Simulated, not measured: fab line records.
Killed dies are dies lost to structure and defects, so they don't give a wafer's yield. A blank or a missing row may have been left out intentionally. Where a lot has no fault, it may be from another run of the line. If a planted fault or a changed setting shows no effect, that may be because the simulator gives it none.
fab line records	flow nandHarc	part 2 of 2: steps 5 to 6 of 6
[record] lots = 19	wafers = 57	lastDay = 33
route steps=1302 shown A_CHANNEL_FILL_D2@629 A_STAIRCASE@653
lots that met no fault: from a run of the same line without faults
startH: hours from the record's opening day to when the first of the lot's shown wafers began	waitH: hours from the lot's prior step to this one	" repeats the value in the row above	L1.1+2: one row covering several wafers at once	- no value present, or no start provided	* or withheld: withheld	< > ~ a bound
route shown NAME@n: NAME is a module with steps in the file, n the number in the route of the first one	usual: mean and standard deviation over wafers with no fault	same: alike in all rows	chamber/n: place in a boat	sites: per-site readings	_std_site: the values' standard deviation	_edge_site: mean of outer sites minus mean of inner sites	radiusMm: for every site, how far away it sits from the centre of the wafer	mask NAME#n: copy n	behind: the tool/chamber that last shaped the wafer	hold: why the lot was held/for how many hours/how that ended	device: which transistor (n, p or np) failed to switch	end of line: tests of these same wafers at the route's end	for a step that has no rows: nothing shown but its recipe	killed: not the wafer's yield, but the dies lost to structure and defects at the first sort	map: a wafer's dies, marking killed ones x, the rest . and places with no die _
set.NAME: the setting the step ran with; set.NAME@STEP: the setting that earlier step ran with	model.NAME: the simulator's own value behind a step, which no gauge read
a sample of lots followed through the steps of the route, with each step as a table and each wafer as a row
services: a tool's chamber out of use, with start hour (startH, from the record's first day; less than 0 if before it), hours out, and reason
[[steps]]
[step NHARC_A_STAIRCASE_TRIM_20]
[recipe] timeS = 211.2	o2FlowSccm = 500	arFlowSccm = 0	biasW = 0	chemistry = O2
[usual] chamberPressureMTorr = 60.00/0.058	drypumpMotorCurrentA = 5.8/0.54	oesProductAu = 1.001/0.01	rfVppV = 57.9/0.84	showerheadPlenumPTorr = 3.56/0.17	throttleValvePct = 17.037/0.0083
lot.wafer	tool	chamber	startH	waitH	chamberPressureMTorr	drypumpMotorCurrentA	oesProductAu	rfHoursCounterH	rfVppV	showerheadPlenumPTorr	throttleValvePct
L074.4	rieDiel-10	1	351.94	0.1	59.98	6.5	1.009	35	57.1	3.40	17.038
L074.2	"	3	"	"	60.03	6.7	0.996	38	57.4	3.67	17.026
L074.6	"	1	"	"	59.99	6.5	1.011	-	57.9	3.40	17.039
L075.4	rieDiel-02	1	362.61	0.1	60.05	5.3	0.986	42	58.5	3.74	17.044
L075.2	"	3	"	"	60.03	5.3	1.000	51	58.9	3.51	17.022
L075.6	"	1	"	"	59.96	5.3	0.990	-	58.2	3.74	17.042
L077.3	rieDiel-10	1	382.72	0.1	59.94	6.5	1.003	46	58.0	3.39	17.033
L077.1	"	2	"	"	59.92	5.1	0.998	45	57.6	3.29	17.043
L077.4	"	3	"	"	59.96	6.8	0.994	48	57.0	3.67	17.042
L079.2	rieDiel-10	2	397.60	0.1	59.98	5.1	0.993	50	58.5	3.28	17.041
L079.5	"	0	"	"	59.97	5.5	1.012	-	58.8	3.64	17.015
L079.6	"	3	"	"	60.02	6.7	1.003	-	58.5	3.66	17.031
L080.2	rieDiel-10	2	421.35	0.1	59.92	5.1	1.000	60	56.1	3.28	17.047
L080.3	"	3	"	"	59.89	6.7	0.995	61	57.3	3.66	17.040
L080.1	"	0	"	"	60.23	5.5	1.010	62	57.4	3.64	17.044
L081.3	rieDiel-11	0	422.30	0.1	60.01	5.4	0.998	44	57.7	3.73	17.040
L081.1	"	2	"	"	60.05	6.1	1.005	49	56.9	3.27	17.027
L081.6	"	0	"	"	59.93	5.4	1.003	-	58.2	3.73	17.021
L082.2	rieDiel-11	0	443.57	0.1	59.96	5.3	0.979	0	58.3	3.73	17.039
L082.4	"	2	"	"	59.97	6.1	0.995	0	58.4	3.81	17.030
L082.6	"	0	"	"	60.00	5.3	0.988	-	57.8	3.73	17.029
L083.2	rieDiel-02	0	444.15	0.1	60.02	6.0	0.980	17	57.6	3.33	17.031
L083.4	"	2	"	"	60.04	6.3	0.994	17	58.0	3.63	17.031
L083.5	"	0	"	"	60.03	6.0	0.982	-	58.3	3.33	17.039
L084.1	rieDiel-11	3	455.29	0.1	60.00	6.3	1.009	3	56.3	3.35	17.035
L084.3	"	2	"	"	60.07	6.1	1.009	3	58.4	3.81	17.035
L084.6	"	0	"	"	60.06	5.4	0.991	-	59.5	3.72	17.029
L085.1	rieDiel-02	1	458.18	0.1	59.94	5.3	0.995	20	58.8	3.72	17.028
L085.2	"	2	"	"	60.03	6.3	0.987	20	57.6	3.63	17.028
L085.6	"	2	"	"	60.01	6.3	1.003	-	58.1	3.63	17.052
L086.4	rieDiel-10	3	472.01	0.1	59.98	6.8	1.005	12	56.5	3.65	17.051
L086.5	"	0	"	"	60.05	5.5	0.983	-	58.8	3.63	17.031
L086.6	"	1	"	"	59.99	6.5	1.000	-	56.9	3.38	17.029
L088.3	rieDiel-11	0	498.61	0.1	60.02	5.4	1.003	13	57.6	3.72	17.040
L088.1	"	1	"	"	60.00	5.4	1.015	14	57.5	3.60	17.031
L088.5	"	3	"	"	60.07	6.3	1.002	-	57.5	3.35	17.043
L087.3	rieDiel-10	0	504.96	0.1	59.95	5.5	0.993	26	58.0	3.62	17.033
L087.5	"	1	"	"	59.94	6.5	1.002	-	58.7	3.37	17.041
L087.6	"	2	"	"	60.06	5.2	1.008	-	59.2	3.79	17.035
L090.4	rieDiel-10	3	511.70	0.1	60.02	6.8	0.992	22	58.8	3.65	17.033
L090.1	"	1	"	"	60.02	6.5	0.992	27	57.2	3.37	17.042
L090.6	"	0	"	"	60.02	5.5	0.971	-	57.3	3.62	17.035
L091.2	rieDiel-11	3	524.62	0.1	59.93	6.3	1.017	22	56.0	3.34	17.034
L091.5	"	2	"	"	59.98	6.1	1.007	-	59.1	3.79	17.030
L091.6	"	3	"	"	59.97	6.3	1.013	-	56.1	3.34	17.049
L092.1	rieDiel-02	2	531.93	0.1	60.08	6.3	0.998	49	57.8	3.62	17.033
L092.3	"	3	"	"	60.01	5.3	0.995	45	58.5	3.48	17.039
L092.5	"	2	"	"	60.02	6.3	0.992	-	58.4	3.62	17.037
L095.1	rieDiel-02	3	561.29	0.1	59.98	5.3	1.009	54	57.8	3.48	17.031
L095.2	"	0	"	"	59.99	6.0	0.985	54	56.8	3.31	17.035
L095.6	"	0	"	"	59.97	6.0	0.986	-	56.5	3.31	17.044
L097.4	rieDiel-10	2	571.45	0.2	60.00	5.1	1.011	-	59.8	3.78	17.029
L097.3	"	1	"	"	60.01	6.5	1.020	-	57.1	3.36	17.050
L097.6	"	2	"	"	60.01	5.1	1.016	-	59.4	3.78	17.050
L096.2	rieDiel-11	0	572.05	0.1	59.96	5.4	0.999	37	57.4	3.70	17.051
L096.5	"	1	"	"	60.06	5.4	1.009	-	56.9	3.58	17.027
L096.6	"	2	"	"	60.07	6.1	1.011	-	58.2	3.79	17.044
[step NHARC_A_STAIRCASE_TRIM_198]
[recipe] timeS = 211.2	o2FlowSccm = 500	arFlowSccm = 0	biasW = 0	chemistry = O2
[usual] chamberPressureMTorr = 59.99/0.056	drypumpMotorCurrentA = 5.8/0.51	oesProductAu = 0.999/0.011	rfVppV = 57.9/0.87	showerheadPlenumPTorr = 3.56/0.17	throttleValvePct = 17.036/0.0097
lot.wafer	tool	chamber	startH	waitH	chamberPressureMTorr	drypumpMotorCurrentA	oesProductAu	rfHoursCounterH	rfVppV	showerheadPlenumPTorr	throttleValvePct
L074.2	rieDiel-10	3	-	-	59.91	6.8	1.008	39	56.6	3.67	17.031
L074.4	"	0	"	"	60.01	5.5	1.017	40	57.0	3.65	17.023
L074.6	"	1	"	"	59.99	6.5	1.010	-	56.1	3.40	17.048
L075.2	rieDiel-11	2	-	-	59.97	6.1	1.009	30	58.0	3.28	17.023
L075.4	"	3	"	"	60.02	6.3	0.987	29	57.5	3.37	17.038
L075.6	"	1	"	"	60.06	5.4	0.989	-	57.7	3.62	17.027
L077.3	rieDiel-02	2	-	-	59.99	6.3	0.982	60	57.5	3.64	17.043
L077.1	"	3	"	"	60.01	5.3	1.014	58	57.3	3.51	17.034
L077.4	"	0	"	"	59.93	6.0	0.978	51	58.4	3.33	17.036
L079.2	rieDiel-10	2	-	-	60.01	5.1	0.989	54	59.0	3.28	17.035
L079.6	"	2	"	"	59.99	5.2	0.993	-	57.0	3.28	17.034
L079.5	"	3	"	"	60.02	6.8	0.994	-	58.4	3.66	17.021
L081.3	rieDiel-11	2	-	-	59.89	6.1	1.003	54	57.5	3.27	17.048
L081.1	"	1	"	"	60.04	5.4	1.003	50	57.6	3.61	17.041
L081.6	"	3	"	"	59.98	6.3	1.005	-	57.7	3.35	17.023
L080.2	rieDiel-02	1	-	-	59.92	5.3	0.999	9	57.8	3.73	17.030
L080.3	"	3	"	"	60.01	5.3	1.000	11	58.3	3.50	17.037
L080.1	"	0	"	"	60.01	6.0	0.974	10	57.5	3.33	17.013
L082.4	rieDiel-02	2	-	-	59.98	6.3	0.990	18	57.0	3.63	17.038
L082.2	"	3	"	"	60.00	5.3	1.007	20	58.0	3.50	17.027
L082.6	"	1	"	"	59.90	5.3	1.005	-	57.0	3.73	17.028
L083.4	rieDiel-11	2	-	-	59.92	6.1	1.004	1	58.0	3.81	17.028
L083.2	"	0	"	"	59.90	5.4	0.993	1	58.3	3.72	17.035
L083.5	"	2	"	"	59.93	6.1	0.997	-	60.6	3.81	17.043
L084.1	rieDiel-10	0	-	-	60.05	5.5	0.979	10	57.9	3.63	17.018
L084.3	"	1	"	"	60.03	6.5	1.004	9	57.6	3.38	17.032
L084.6	"	0	"	"	59.94	5.5	1.005	-	58.5	3.63	17.048
L085.2	rieDiel-02	1	-	-	59.98	5.3	0.999	21	58.3	3.72	17.030
L085.1	"	2	"	"	60.05	6.2	1.000	22	57.6	3.63	17.048
L085.6	"	2	"	"	59.90	6.3	0.988	-	59.0	3.63	17.031
L086.4	rieDiel-10	0	-	-	59.97	5.5	0.972	19	57.8	3.63	17.029
L086.6	"	0	"	"	59.99	5.5	0.989	-	57.1	3.63	17.041
L086.5	"	1	"	"	59.94	6.5	0.994	-	57.9	3.38	17.032
L088.3	rieDiel-11	2	-	-	60.03	6.1	1.006	14	58.4	3.80	17.042
L088.1	"	1	"	"	59.97	5.4	1.009	14	60.3	3.60	17.041
L088.5	"	2	"	"	59.99	6.1	1.013	-	56.7	3.80	17.046
L087.3	rieDiel-02	3	-	-	59.95	5.3	0.999	36	57.9	3.49	17.052
L087.6	"	0	"	"	59.99	6.0	0.980	-	57.3	3.31	17.037
L087.5	"	1	"	"	60.08	5.4	0.996	-	57.4	3.72	17.033
L090.4	rieDiel-10	0	-	-	60.06	5.5	0.991	30	57.9	3.62	17.038
L090.1	"	2	"	"	59.99	5.1	1.005	28	58.7	3.79	17.043
L090.6	"	0	"	"	60.06	5.5	1.000	-	59.2	3.62	17.039
L091.2	rieDiel-11	0	-	-	59.97	5.4	1.007	22	56.6	3.71	17.051
L091.5	"	0	"	"	59.99	5.4	1.010	-	58.4	3.71	17.034
L091.6	"	1	"	"	59.99	5.4	0.994	-	57.6	3.59	17.035
L092.3	rieDiel-02	1	-	-	59.99	5.4	1.002	50	58.0	3.71	17.042
L092.1	"	0	"	"	60.01	6.0	0.989	49	58.1	3.31	17.035
L092.5	"	1	"	"	60.02	5.4	1.001	-	56.1	3.71	17.038
L095.2	rieDiel-10	1	-	-	59.99	6.5	1.016	46	56.6	3.36	17.041
L095.1	"	2	"	"	60.00	5.2	1.016	47	58.1	3.78	17.025
L095.6	"	1	"	"	59.96	6.5	1.013	-	57.4	3.36	17.033
L097.4	rieDiel-10	3	-	-	60.04	6.8	1.002	43	57.3	3.63	17.052
L097.3	"	1	"	"	60.03	6.5	1.011	53	57.6	3.36	17.042
L097.6	"	0	"	"	59.95	5.5	1.007	-	58.0	3.61	17.030
L096.2	rieDiel-10	1	-	-	59.96	6.5	1.014	53	57.6	3.36	17.052
L096.5	"	3	"	"	59.97	6.7	1.002	-	58.5	3.63	17.035
L096.6	"	0	"	"	59.96	5.5	1.011	-	57.7	3.61	17.039
[[services]]
tool	chamber	startH	hours	kind
plasmaAsher-01	-	342.00	9.0	pm
rieDiel-13	-	342.09	9.0	pm
rieDiel-13	3	351.20	27.0	repair
rieDiel-13	-	377.93	0.2	repair
rieDiel-05	3	378.38	5.7	repair
rieDiel-10	1	384.00	18.2	repair
rieDiel-05	1	393.13	3.9	repair
rieDiel-02	-	394.10	9.0	pm
rieDiel-13	1	396.57	13.1	repair
rieDiel-05	-	406.60	9.0	pm
rieDiel-10	-	421.83	9.0	pm
rieDiel-05	0	422.05	26.0	repair
plasmaAsher-01	-	422.72	1.0	repair
plasmaAsher-02	-	426.23	9.0	pm
rieDiel-10	1	444.88	5.8	repair
plasmaAsher-02	-	452.03	14.8	repair
rieDiel-11	2	494.38	2.8	repair
plasmaAsher-02	-	501.49	0.6	repair
plasmaAsher-01	-	519.00	9.0	pm
rieDiel-05	0	523.08	1.5	repair
rieDiel-11	2	531.46	11.6	repair
plasmaAsher-02	-	535.60	8.6	repair
rieDiel-05	0	552.73	8.8	repair
rieDiel-10	3	562.48	11.0	repair
